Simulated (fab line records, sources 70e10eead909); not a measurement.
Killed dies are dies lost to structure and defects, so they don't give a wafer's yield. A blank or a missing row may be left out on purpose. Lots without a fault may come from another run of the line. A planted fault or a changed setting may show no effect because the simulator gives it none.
A struck lot beside a sound one | flow nand_harc | 15 steps out of a route of 1159
Sound: wafers L352.3, L352.5, L352.6. Struck: wafers L347.2, L347.5, L347.6. The cause comes at the end.
At each step with rows: each side's tool, then ch and its chambers, then its first start. Under that, the readings that differ: sound wafers | struck wafers | difference of the means | sigmas: that difference in standard deviations of wafers without a fault.
alike: readings whose means differ by less than 2 such deviations, and words and numbers that are the same on both sides. not compared: withheld readings, readings that some wafer has no value for, bounds like >300 that may hide the same value, and numbers for which the record gives no deviation and whose values overlap.
The two part at a step that has a row with sigmas, a row that says differs or no value, or rows on one side only. Numbers that don't overlap but have no deviation are shown without sigmas and don't part them. A reading that every wafer of one side lacks parts them only if that side has two wafers or more.

first, 6 steps without rows for these wafers: NHARC_P_STI_COAT_03 (resist thk 600 nm); NHARC_P_STI_SOFTBAKE_04 (time 70 s); NHARC_P_STI_EBR_05; NHARC_P_STI_EXPOSE_06 (exposes mask P STI, target cd 200 nm); NHARC_P_STI_PEB_07 (peb time 80 s); NHARC_P_STI_DEVELOP_08 (time 50 s).
NHARC_P_STI_CD_MEAS_09: target cd 200 nm.
  sound on cd_sem-03 ch 0, day 6 13:07; struck on cd_sem-02 ch 0, day 5 04:53
  alike: cd_nm
NHARC_P_STI_OVL_MEAS_10:
  sound on overlay-01, day 6 13:12; struck on overlay-01, day 5 04:58
  alike: overlay_x_nm, overlay_y_nm
NHARC_P_STI_INSPECT_11:
  sound on defect_inspect-01, day 6 13:14; struck on defect_inspect-01, day 5 05:01
  alike: raw_defect_count
then, 1 step without rows for these wafers: NHARC_P_STI_HARDBAKE_13 (time 65 s).
NHARC_P_STI_DESCUM_14: chemistry O2, time 3 s.
  sound on rie_diel-12 ch 0,2,3, day 6 13:23; struck on rie_diel-03 ch 2,3, day 5 05:09
  alike: drypump_motor_current_A, oes_product_au, rf_vpp_V, showerhead_plenum_p_Torr, throttle_valve_pct
  not compared: rf_hours_counter_h
NHARC_P_STI_ETCH_42: etches the open film in N2/H2, target depth 80 nm, overetch 24 nm, time 61 s.
  sound on rie_diel-12 ch 0,2,3, day 6 13:28; struck on rie_diel-03 ch 0,2,3, day 5 05:14
  alike: bias_w, chamber_pressure_mTorr, drypump_motor_current_A, oes_product_au, rf_vpp_V, showerhead_plenum_p_Torr, throttle_valve_pct
  not compared: rf_hours_counter_h
NHARC_P_STI_ETCH_31: etches the open film in CF4/CHF3, target depth 108.9 nm, time 54.5 s.
  sound on rie_diel-12 ch 0,2,3, day 6 13:33; struck on rie_diel-03 ch 0,1, day 5 05:19
  no value came back on the struck wafers for any of 7 readings (bias_w (W), cf4_flow_sccm (sccm) and others); on the sound wafers bias_w (W) reads 199.6 200.7 200.1
  not compared: rf_hours_counter_h
NHARC_P_STI_ETCH_15: etches the open film in HBr/Cl2, target depth 300 nm, time 100.1 s.
  sound on rie_si-05 ch 1,2,3, day 6 13:41; struck on rie_si-05 ch 0,2,3, day 5 05:28
  alike: bias_w, chamber_pressure_mTorr, drypump_motor_current_A, oes_product_au, throttle_valve_pct
  not compared: rf_hours_counter_h
-- the record jumps here: 17 days lie between the struck wafers' starts before and after (it left off in module P_STI and takes up again in module END, whose first step shown is number 1159 of the route) --
NHARC_END_SORT_01:
  the record has rows for the struck wafers here (prober-01 ch 0, day 22 05:29) and none for the sound ones

WHERE THEY PART
First at NHARC_P_STI_ETCH_31; last, within this record, at NHARC_END_SORT_01.

WHY: what the simulator had put in
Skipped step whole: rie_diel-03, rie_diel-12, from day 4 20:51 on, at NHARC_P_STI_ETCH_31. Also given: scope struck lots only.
